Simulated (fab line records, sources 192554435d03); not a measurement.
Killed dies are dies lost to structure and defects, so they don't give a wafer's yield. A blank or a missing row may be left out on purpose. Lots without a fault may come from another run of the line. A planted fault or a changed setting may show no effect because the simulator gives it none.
Chamber matching | flow n5_finfet | N5_MOL_CONTACT_COAG_VIA_ETCH_46 on rie_diel-04: 4 sister chambers
The step etches SiO2 in C4F6/O2, target depth 46 nm, overetch 9.2 nm, time 40 s. 4 wafers are shown with their chamber, then 7 later ones without.

WAFERS WITH THEIR CHAMBER
wafer  | chamber | drypump_motor_current_A (A)
L080.1 | 1       | 5.7
L082.6 | 3       | 5.8
L084.3 | 0       | 4.9
L084.4 | 2       | 6.8

WAFERS WITHOUT THEIR CHAMBER
wafer  | drypump_motor_current_A (A)
L084.6 | 5.7
L087.1 | 5.8
L087.4 | 4.9
L087.5 | 5.0
L096.3 | 5.8
L096.4 | 5.7
L096.5 | 5.0

WHICH CHAMBER EACH WENT THROUGH
wafer  | from the rows above     | in truth
L084.6 | can't be placed: 1 or 3 | 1
L087.1 | can't be placed: 3 or 1 | 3
L087.4 | 0                       | 0
L087.5 | 0                       | 0
L096.3 | can't be placed: 3 or 1 | 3
L096.4 | can't be placed: 1 or 3 | 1
L096.5 | 0                       | 0
Placed correctly: 3 of 7. Can't be placed from these rows: 4 (the true chamber is among the candidates in 4). Placed wrongly: 0.
How it was worked out, from the rows above alone: a wafer's distance from a chamber is the root of the sum, over the readings, of the square of ((its reading less the chamber's mean) divided by the reading's scatter). The wafer belongs to the nearest chamber; if the next one is less than 2 further off, it can't be placed. A chamber's mean is the mean of its shown wafers. The scatter: with one shown wafer a chamber, the root of the mean of the squares of how far each hidden wafer lies from its nearest shown one.
